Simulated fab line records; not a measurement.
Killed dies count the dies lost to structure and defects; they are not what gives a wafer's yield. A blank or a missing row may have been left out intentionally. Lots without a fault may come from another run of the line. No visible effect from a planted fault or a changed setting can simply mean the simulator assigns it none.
fab line records || flow n5-finfet
record: {"lots": 5, "wafers": 15, "last-day": 20}
route steps=1938 shown PASSIVATION@1900
lots that met no fault: from a run of the same line without faults
start-h: the number of hours between the record's first day and the start of the first shown wafer of the lot || wait-h: how many hours have passed since the lot's step before this one || " identical to the entry in the row above || L1.1+2: a single row standing in for several wafers || - no value, or no start was given || * or withheld: withheld || < > ~ a bound
route shown NAME@n: names a module that has steps shown in the file, with the first one's number in the route || usual: the fault-free wafers' mean and standard deviation || same: alike in all rows || chamber/n: place in a boat || sites: each site's reading || _std_site: their standard deviation || _edge_site: outer sites' mean less inner sites' || radius-mm: for every site, how far away it sits from the centre of the wafer || mask NAME#n: copy n || behind: the last tool/chamber to shape the wafer || hold: the reason the lot was held/the length of the hold in hours/how it ended || device: which transistor (n, p or np) failed to switch || end of line: the tests these same wafers got at the end of their route || a step with no rows: only its recipe || killed: dies lost to structure and defects at the first sort, not the wafer's yield || map: shows each die of a wafer: x if killed, . if not, _ if none is there
set.NAME: setting as actually run; set.NAME@STEP: the setting as run at that earlier step || model.NAME: the simulator's own value behind a step, which no gauge read
lots at selected steps of the route; one table per step, one row per wafer
services: from which hour (start-h, from the record's first day; less than 0 if before it) a tool's chamber was out of use, for how many hours, and why
== steps ==
step: N5_PASSIVATION_SOFTBAKE_25
recipe: {"temp-c": 100, "time-s": 90}
step: N5_PASSIVATION_EXPOSE_27
recipe: {"mask-id": "PAD", "na": 0.55, "source-shape": "conventional", "sigma-outer": 0.8, "polarization": "unpolarized", "defocus-nm": 0, "dose-mj": 32.3}
step: N5_PASSIVATION_PEB_28
recipe: {"peb-temp-c": "withheld", "peb-time-s": "*"}
step: N5_PASSIVATION_DEVELOP_29
recipe: {"develop-time-s": 60, "rinse-liquid": "diw", "dry": "air-spin", "dev-temp-c": 21}
step: N5_PASSIVATION_HARDBAKE_31
recipe: {"temp-c": 130, "time-s": 120}
step: N5_PASSIVATION_DESCUM_32
recipe: {"chemistry": "O2", "time-s": 7.9, "source-power-w": 50, "bias-power-w": 20, "pressure-mtorr": 20, "rf-frequency-hz": 2.712e+07, "temp-c": 40, "o2-flow-sccm": 225}
step: N5_PASSIVATION_AL_ETCH_33
recipe: {"chemistry": "Cl2/BCl3", "target-depth-a": 28000, "over-etch-frac": 0.15, "Cl2_flow_sccm": 180, "bcl3-flow-sccm": 60, "target": "Al", "stop-on": "TaN", "time-s": 466.7, "ion-energy-ev": 100, "pressure-mtorr": 10, "icp-w": 900, "bias-w": 100}
step: N5_PASSIVATION_ETCH_59
recipe: {"chemistry": "Cl2/BCl3", "target": "TaN", "target-depth-a": 650, "time-s": 34.9, "ion-energy-ev": 100, "pressure-mtorr": 10, "icp-w": 900, "bias-w": 100, "Cl2_flow_sccm": 60, "bcl3-flow-sccm": 30}
step: N5_PASSIVATION_STRIP_34
recipe: {"chemistry": "O2", "power-w": 600, "temp-c": 60, "pressure-mtorr": 30, "rf-frequency-hz": 6e+07, "bias-power-w": 0, "overash-fraction": 2, "o2-flow-sccm": 225}
step: N5_PASSIVATION_STRIP_51
recipe: {"chemistry": "post-etch-residue-remover", "time-s": 1200, "temp-c": 72.5}
{"lot.wafer": "L599.1+2+6", "tool": "wet-bench-03", "chamber": "0,2,6", "start-h": 293.54, "wait-h": "-"}
{"lot.wafer": "L607.1+2+4", "tool": "wet-bench-03", "chamber": "1,2,5", "start-h": 392.88, "wait-h": "-"}
{"lot.wafer": "L611.2+4+5", "tool": "wet-bench-03", "chamber": "4,3,0", "start-h": 396.74, "wait-h": "-"}
{"lot.wafer": "L609.1+4+6", "tool": "wet-bench-03", "chamber": "3,4,5", "start-h": 400.29, "wait-h": "-"}
{"lot.wafer": "L620.3+5+6", "tool": "wet-bench-03", "chamber": "2,0,3", "start-h": 470.65, "wait-h": "-"}
step: N5_PASSIVATION_CLEAN_69
recipe: {"chemistry": "IPA", "time-s": 180, "temp-c": 25}
step: N5_PASSIVATION_SRD_70
recipe: {"dry": "ipa-marangoni", "time-s": 30, "temp-c": 23, "rinse-liquid": "diw"}
step: N5_PASSIVATION_PECVD_53
recipe: {"material": "SiO2", "target-thk-a": 8000, "temp-c": 400, "precursor": "TEOS/O2", "pressure-torr": 6.5, "rf-w": "withheld", "teos-flow-sccm": "withheld", "gas": "O2", "flow-sccm": 2650, "time-s": 169.4}
step: N5_PASSIVATION_PECVD_35
recipe: {"material": "SiNx", "target-thk-a": 7000, "temp-c": 400, "precursor": "SiH4/NH3/N2", "pressure-torr": 4.9, "rf-w": 1406, "time-s": 151.3}
step: N5_PASSIVATION_HMDS_37
recipe: {"time-s": 60, "temp-c": 120}
step: N5_PASSIVATION_COAT_38
recipe: {"spin-rpm": 3000, "resist-thk-nm": "withheld"}
step: N5_PASSIVATION_EBR_40
recipe: {"solvent": "PGMEA", "ebr-width-mm": 1.5}
step: N5_PASSIVATION_SOFTBAKE_39
recipe: {"temp-c": 110, "time-s": 120}
step: N5_PASSIVATION_EXPOSE_41
recipe: {"mask-id": "PASS_OPEN", "na": 0.55, "defocus-nm": 0, "source-shape": "conventional", "sigma-outer": 0.8, "polarization": "unpolarized", "target-cd-nm": 40000, "dose-mj": 57.25}
step: N5_PASSIVATION_PEB_42
recipe: {"peb-temp-c": "withheld", "peb-time-s": "*"}
step: N5_PASSIVATION_DEVELOP_43
recipe: {"develop-time-s": 60, "rinse-liquid": "diw", "dry": "air-spin", "dev-temp-c": 21}
step: N5_PASSIVATION_HARDBAKE_45
recipe: {"temp-c": 130, "time-s": 120}
step: N5_PASSIVATION_DESCUM_46
recipe: {"chemistry": "O2", "time-s": 7.9, "source-power-w": 50, "bias-power-w": 20, "pressure-mtorr": 20, "rf-frequency-hz": 2.712e+07, "temp-c": 40, "o2-flow-sccm": 225}
step: N5_PASSIVATION_PASS_ETCH_47
recipe: {"chemistry": "CF4/O2", "target": "SiNx", "target-depth-a": 7700, "time-s": 385, "ion-energy-ev": 100, "pressure-mtorr": 40, "source-w": 535, "bias-w": 49, "Ar_flow_sccm": 100, "cf4-flow-sccm": 100, "O2_flow_sccm": 10}
step: N5_PASSIVATION_ETCH_54
recipe: {"chemistry": "CHF3/O2", "target": "SiO2", "target-depth-a": 8800, "CHF3_flow_sccm": 50, "O2_flow_sccm": 5, "Ar_flow_sccm": 200, "time-s": 440, "mask-material": "PR", "pressure-mtorr": 30, "source-w": 650, "bias-w": 170, "ion-energy-ev": 200}
step: N5_PASSIVATION_STRIP_48
recipe: {"chemistry": "O2", "power-w": 600, "temp-c": 60, "pressure-mtorr": 30, "rf-frequency-hz": 6e+07, "bias-power-w": 0, "overash-fraction": 0.5, "o2-flow-sccm": 225}
step: N5_PASSIVATION_STRIP_52
recipe: {"chemistry": "post-etch-residue-remover", "time-s": 1200, "temp-c": 72.5}
step: N5_PASSIVATION_CLEAN_71
recipe: {"chemistry": "IPA", "time-s": 180, "temp-c": 25}
step: N5_PASSIVATION_SRD_72
recipe: {"dry": "ipa-marangoni", "time-s": 30, "temp-c": 23, "rinse-liquid": "diw"}
step: N5_PASSIVATION_ANNEAL_56
recipe: {"temp-c": 400, "time-s": 1800, "ambient": "FGA", "idle-temp-c": 300, "ramp-up-c-per-min": 5, "ramp-down-c-per-min": 3}
step: N5_PASSIVATION_PROBE_49
usual: {"defect-limited-yield": "91.3/1.4", "killed_at_M0_to_M3": "34/10", "killed_at_M4_up": "14/5.5", "killed-at-contacts": "12/6", "killed-at-front-end": "40/10", "killed-at-other": "3.0/2.4", "killed-dies": "103/17", "killed-open": "68/13", "killed-short": "34/7.8", "sort_bin_5_function": "5.1/0.97", "sort_bin_6_memory": "3.3/0.66", "sort-n-pass": "1077/17", "sort-yield-pct": "91.2/1.4"}
same: {"gross-dies": 1180, "killed-at-back-side": 0, "sort_bin_4_leakage[%]": 0, "sort_bin_8_speed[%]": 0}
{"lot.wafer": "L599.1", "tool": "prober-01", "chamber": "-", "start-h": 298.05, "wait-h": 0.0, "defect-limited-yield[%]": 88.8, "killed_at_M0_to_M3": 70, "killed_at_M4_up": 15, "killed-at-contacts": 10, "killed-at-front-end": 37, "killed-at-other": 0, "killed-dies": 132, "killed-open": 86, "killed-short": 44, "sort_bin_5_function[%]": 7.1, "sort_bin_6_memory[%]": 3.8, "sort-n-pass": 1048, "sort-yield-pct[%]": 88.8}
{"lot.wafer": "L599.2", "tool": "prober-01", "chamber": "-", "start-h": 298.10, "wait-h": 0.1, "defect-limited-yield[%]": 90.7, "killed_at_M0_to_M3": 36, "killed_at_M4_up": 13, "killed-at-contacts": 5, "killed-at-front-end": 56, "killed-at-other": 0, "killed-dies": 110, "killed-open": 66, "killed-short": 42, "sort_bin_5_function[%]": 5.6, "sort_bin_6_memory[%]": 3.7, "sort-n-pass": 1070, "sort-yield-pct[%]": 90.7}
{"lot.wafer": "L599.6", "tool": "prober-01", "chamber": "-", "start-h": 298.30, "wait-h": 0.3, "defect-limited-yield[%]": 91.4, "killed_at_M0_to_M3": 41, "killed_at_M4_up": 9, "killed-at-contacts": 6, "killed-at-front-end": 45, "killed-at-other": 0, "killed-dies": 101, "killed-open": 59, "killed-short": 40, "sort_bin_5_function[%]": 5.3, "sort_bin_6_memory[%]": 2.8, "sort-n-pass": 1079, "sort-yield-pct[%]": 91.4}
{"lot.wafer": "L607.1", "tool": "prober-01", "chamber": "-", "start-h": 397.34, "wait-h": 0.0, "defect-limited-yield[%]": 80.9, "killed_at_M0_to_M3": 26, "killed_at_M4_up": 10, "killed-at-contacts": 5, "killed-at-front-end": 40, "killed-at-other": 144, "killed-dies": 225, "killed-open": 55, "killed-short": 34, "sort_bin_5_function[%]": 12.3, "sort_bin_6_memory[%]": 4.4, "sort-n-pass": 955, "sort-yield-pct[%]": 80.9}
{"lot.wafer": "L607.2", "tool": "prober-01", "chamber": "-", "start-h": 397.39, "wait-h": 0.1, "defect-limited-yield[%]": 83.5, "killed_at_M0_to_M3": 24, "killed_at_M4_up": 19, "killed-at-contacts": 13, "killed-at-front-end": 43, "killed-at-other": 96, "killed-dies": 195, "killed-open": 73, "killed-short": 26, "sort_bin_5_function[%]": 9.6, "sort_bin_6_memory[%]": 3.8, "sort-n-pass": 985, "sort-yield-pct[%]": 83.5}
{"lot.wafer": "L607.4", "tool": "prober-01", "chamber": "-", "start-h": 397.49, "wait-h": 0.2, "defect-limited-yield[%]": 81.0, "killed_at_M0_to_M3": 29, "killed_at_M4_up": 23, "killed-at-contacts": 4, "killed-at-front-end": 35, "killed-at-other": 133, "killed-dies": 224, "killed-open": 58, "killed-short": 34, "sort_bin_5_function[%]": 11.9, "sort_bin_6_memory[%]": 4.2, "sort-n-pass": 956, "sort-yield-pct[%]": 81.0}
{"lot.wafer": "L611.2", "tool": "prober-01", "chamber": "-", "start-h": 401.51, "wait-h": 0.1, "defect-limited-yield[%]": 81.6, "killed_at_M0_to_M3": 30, "killed_at_M4_up": 7, "killed-at-contacts": 3, "killed-at-front-end": 39, "killed-at-other": 138, "killed-dies": 217, "killed-open": 40, "killed-short": 37, "sort_bin_5_function[%]": 11.4, "sort_bin_6_memory[%]": 3.8, "sort-n-pass": 963, "sort-yield-pct[%]": 81.6}
{"lot.wafer": "L611.4", "tool": "prober-01", "chamber": "-", "start-h": 401.61, "wait-h": 0.2, "defect-limited-yield[%]": 79.8, "killed_at_M0_to_M3": 35, "killed_at_M4_up": 14, "killed-at-contacts": 15, "killed-at-front-end": 42, "killed-at-other": 132, "killed-dies": 238, "killed-open": 68, "killed-short": 32, "sort_bin_5_function[%]": 12.4, "sort_bin_6_memory[%]": 4.3, "sort-n-pass": 942, "sort-yield-pct[%]": 79.8}
{"lot.wafer": "L611.5", "tool": "prober-01", "chamber": "-", "start-h": 401.66, "wait-h": 0.2, "defect-limited-yield[%]": 84.7, "killed_at_M0_to_M3": 20, "killed_at_M4_up": 2, "killed-at-contacts": 9, "killed-at-front-end": 62, "killed-at-other": 87, "killed-dies": 180, "killed-open": 59, "killed-short": 37, "sort_bin_5_function[%]": 9.6, "sort_bin_6_memory[%]": 3.6, "sort-n-pass": 1000, "sort-yield-pct[%]": 84.7}
{"lot.wafer": "L609.1", "tool": "prober-02", "chamber": "-", "start-h": 404.41, "wait-h": 0.0, "defect-limited-yield[%]": 81.8, "killed_at_M0_to_M3": 27, "killed_at_M4_up": 9, "killed-at-contacts": 3, "killed-at-front-end": 40, "killed-at-other": 136, "killed-dies": 215, "killed-open": 55, "killed-short": 27, "sort_bin_5_function[%]": 11.4, "sort_bin_6_memory[%]": 3.9, "sort-n-pass": 965, "sort-yield-pct[%]": 81.8}
{"lot.wafer": "L609.4", "tool": "prober-02", "chamber": "-", "start-h": 404.56, "wait-h": 0.2, "defect-limited-yield[%]": 80.7, "killed_at_M0_to_M3": 31, "killed_at_M4_up": 12, "killed-at-contacts": 10, "killed-at-front-end": 30, "killed-at-other": 145, "killed-dies": 228, "killed-open": 54, "killed-short": 29, "sort_bin_5_function[%]": 11.0, "sort_bin_6_memory[%]": 4.6, "sort-n-pass": 952, "sort-yield-pct[%]": 80.7}
{"lot.wafer": "L609.6", "tool": "prober-02", "chamber": "-", "start-h": 404.66, "wait-h": 0.3, "defect-limited-yield[%]": 81.5, "killed_at_M0_to_M3": 24, "killed_at_M4_up": 12, "killed-at-contacts": 5, "killed-at-front-end": 31, "killed-at-other": 146, "killed-dies": 218, "killed-open": 45, "killed-short": 30, "sort_bin_5_function[%]": 10.9, "sort_bin_6_memory[%]": 3.8, "sort-n-pass": 962, "sort-yield-pct[%]": 81.5}
killed by level:class
L599.1 BEOL_M0_SAQP:geometric-particle:short=18 BEOL_M1:geometric-particle:open=15 DUMMY_GATE:geometric-particle:open=11 BEOL_M3:geometric-particle:open=11 FIN_SAQP:geometric-particle:short=9 BEOL_M0_SAQP:geometric-particle:open=9 BEOL_M2:geometric-particle:open=9 MOL_CONTACT_COAG:geometric-particle:open=7
L599.2 FIN_SAQP:geometric-particle:short=12 DUMMY_GATE:geometric-particle:open=10 BEOL_M0_SAQP:geometric-particle:open=10 FIN_SAQP:geometric-particle:open=7 BEOL_M1:geometric-particle:open=6 BEOL_M0_SAQP:geometric-particle:short=6 MOL_CONTACT_COAG:geometric-particle:open=5 BEOL_M4:geometric-particle:open=5
L599.6 BEOL_M0_SAQP:geometric-particle:short=16 DUMMY_GATE:geometric-particle:open=10 FIN_SAQP:geometric-particle:open=9 BEOL_M0_SAQP:geometric-particle:open=8 FIN_SAQP:geometric-particle:short=6 BEOL_M4:geometric-particle:open=5 STI_FIN_REVEAL:geometric-particle:open=5 MOL_CONTACT_COAG:geometric-particle:open=5
L607.1 PASSIVATION:unspecified=136 FIN_SAQP:geometric-particle:short=9 STI_FIN_REVEAL:geometric-particle:open=6 GATE_CUT:geometric-particle:open=6 BEOL_M0_SAQP:geometric-particle:short=6 BEOL_M1:geometric-particle:open=6 GATE_CUT:geometric-particle:short=5 BEOL_M4:geometric-particle:open=5
L607.2 PASSIVATION:unspecified=93 FIN_SAQP:geometric-particle:open=14 MOL_CONTACT_COAG:geometric-particle:open=13 BEOL_M4:geometric-particle:open=9 BEOL_M3:geometric-particle:open=7 DUMMY_GATE:geometric-particle:open=6 FIN_SAQP:geometric-particle:short=5 STI_FIN_REVEAL:geometric-particle:short=5
L607.4 PASSIVATION:unspecified=131 BEOL_M4:geometric-particle:open=11 STI_FIN_REVEAL:geometric-particle:open=8 BEOL_M3:geometric-particle:open=7 GATE_CUT:geometric-particle:short=6 BEOL_M0_SAQP:geometric-particle:open=6 BEOL_M0_SAQP:geometric-particle:short=5 FIN_SAQP:geometric-particle:open=3
L611.2 PASSIVATION:unspecified=138 FIN_SAQP:geometric-particle:short=9 FIN_SAQP:geometric-particle:open=9 BEOL_M0_SAQP:geometric-particle:short=9 ILD0:geometric-particle:short=6 BEOL_M0_SAQP:geometric-particle:open=6 DUMMY_GATE:geometric-particle:open=4 BEOL_M1:geometric-particle:open=4
L611.4 PASSIVATION:unspecified=130 MOL_CONTACT_COAG:geometric-particle:open=13 FIN_SAQP:geometric-particle:open=12 BEOL_M0_SAQP:geometric-particle:open=11 BEOL_M0_SAQP:geometric-particle:short=7 STARTING-WAFER:geometric-particle:short=6 BEOL_M2:geometric-particle:short=5 HKMG_FIN:area-etch=5
L611.5 PASSIVATION:unspecified=77 STI_FIN_REVEAL:geometric-particle:open=19 FIN_SAQP:geometric-particle:short=13 FIN_SAQP:geometric-particle:open=13 MOL_CONTACT_COAG:geometric-particle:open=8 BEOL_M0_SAQP:geometric-particle:short=8 ILD0:geometric-particle:open=6 ILD0:geometric-particle:short=6
L609.1 PASSIVATION:unspecified=132 STI_FIN_REVEAL:geometric-particle:open=9 BEOL_M3:geometric-particle:open=8 BEOL_M0_SAQP:geometric-particle:open=7 FIN_SAQP:geometric-particle:short=6 FIN_SAQP:geometric-particle:open=6 STI_FIN_REVEAL:geometric-particle:short=6 BEOL_M0_SAQP:geometric-particle:short=6
L609.4 PASSIVATION:unspecified=143 BEOL_M4:geometric-particle:open=9 MOL_CONTACT_COAG:geometric-particle:open=8 STI_FIN_REVEAL:geometric-particle:open=7 BEOL_M1:geometric-particle:open=7 FIN_SAQP:geometric-particle:short=6 BEOL_M0_SAQP:geometric-particle:short=6 BEOL_M3:geometric-particle:open=6
L609.6 PASSIVATION:unspecified=143 BEOL_M0_SAQP:geometric-particle:short=10 DUMMY_GATE:geometric-particle:open=6 BEOL_M4:geometric-particle:open=6 BEOL_M0_SAQP:geometric-particle:open=5 STARTING-WAFER:geometric-particle:short=5 GATE_CUT:geometric-particle:open=4 MOL_CONTACT_COAG:geometric-particle:open=4
map L607.1 (x killed, . not)
_________________.x........x.________________
______________.................._____________
___________x.......................__________
__________..xx............x...x.x..._________
________......x............x.........x_______
_______..........x...x.....x........x..______
______.x...x.................x....x....._____
_____.....x...x..............x.xxxxxx....____
____..........x..x......x.....xxxxxxxxx.xx___
___.........................xxxxxxxxxxxx...__
___........................xxxxxxxxxxxxx...__
__...x.x...................xxxxxxxxxxxx.x..._
__.x...........x...x........xxxxxxxxxxxxx.xx_
_............x..............xxxxxxxxxxxxx..x.
_...x...x...................xxxxxxxxxxxxx.x..
_.........................x..xxxxxxxxxxxxx...
_...................x......xxxxxxxxxxxxxxx..x
_.............x.xx.....x.......xxxxxx.x......
_.x.....x............x.........xxxxx...x.....
_.........x...x..x...........xx....x.........
_x.............x....x.....x......x...........
__x...........x..................x.....x...._
__...........x.............................._
___x.....................x...x.............__
___.........x..x..........x................__
____............................xx..x.....___
_____........x..x.............x........x.____
______x...............x..x.......x......_____
_______.......x........................______
________...x.x.xx.........x..........._______
__________.................x.......x_________
___________........................__________
______________.................._____________
_________________..........xx________________
map L609.4 (x killed, . not)
_________________............________________
______________.................._____________
___________...........x............__________
__________.............x.........x.._________
________............x.......x...x....x_______
_______.................x..x...........______
______........x.....x...............x..._____
_____...x.......................x.....x..____
____.x........xx.....................x....___
___........x...............................__
___...x...x.......................x.......x__
__..x.......x.....................x........._
__.............x.........x.................._
_x...................................x.......
_.................................x..........
_...................x................x.x.x..x
_.......x............x.........x.............
_......x..x.......xxx.x....xx...x...x..x.....
_..............x.xx..x..xx.............x.....
_.x......x.......xxxxxx...xx...x.............
_.....xx.x.....x.xxxxx.xx..xx..........xxx...
__..............xxxxxxxxxxx..............x.._
__........x...xxxxxxxxxxxxxxx.....x........x_
___......x..xx..xxxxxxxxxxxx.........x....x__
___........x.xxxxxxxxxxxxxxxx........x.....__
____........x..xxxxxxxxxxxxx.x............___
_____......x.x.xxxxxxxxxxxx..............____
______...x.....xxxxxxxxxxxx.x........xx._____
_______........x.xxxxxxxxxx.........xx.______
________....x....x.x.xx.xxx..........._______
__________........x..x.....x........_________
___________......x.x...x..........x__________
______________.x.x......x.x....._____________
_________________...........x________________
== services ==
{"tool": "wet-bench-03", "chamber": "-", "start-h": 313.83, "hours": 1.9, "kind": "pm"}
== key ==
first-sign: {"step": "N5_PASSIVATION_PROBE_49", "reading": "killed-at-other", "direction": "up", "sigmas": 52, "usual": 3.0, "struck": 128.6}
effect: {"step": "N5_PASSIVATION_PROBE_49", "reading": "killed-dies", "direction": "up", "sigmas": 6.7, "usual": 103, "struck": 216}
more-kills-born-at: {"N5_PASSIVATION_STRIP_51@wet-bench-03": 1123}
met-at N5_PASSIVATION_STRIP_51
struck-wafers L607.1,L607.2,L607.4,L609.1,L609.4,L609.6,L611.2,L611.4,L611.5
onset-between 293.54 392.88
fault: {"kind": "chamber-particle-source", "tool": "wet-bench-03", "chamber": "-", "onset-h": 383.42, "steps": "N5_PASSIVATION_STRIP_51", "rate-per-visit-cm2": 1.1866, "end-h": 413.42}
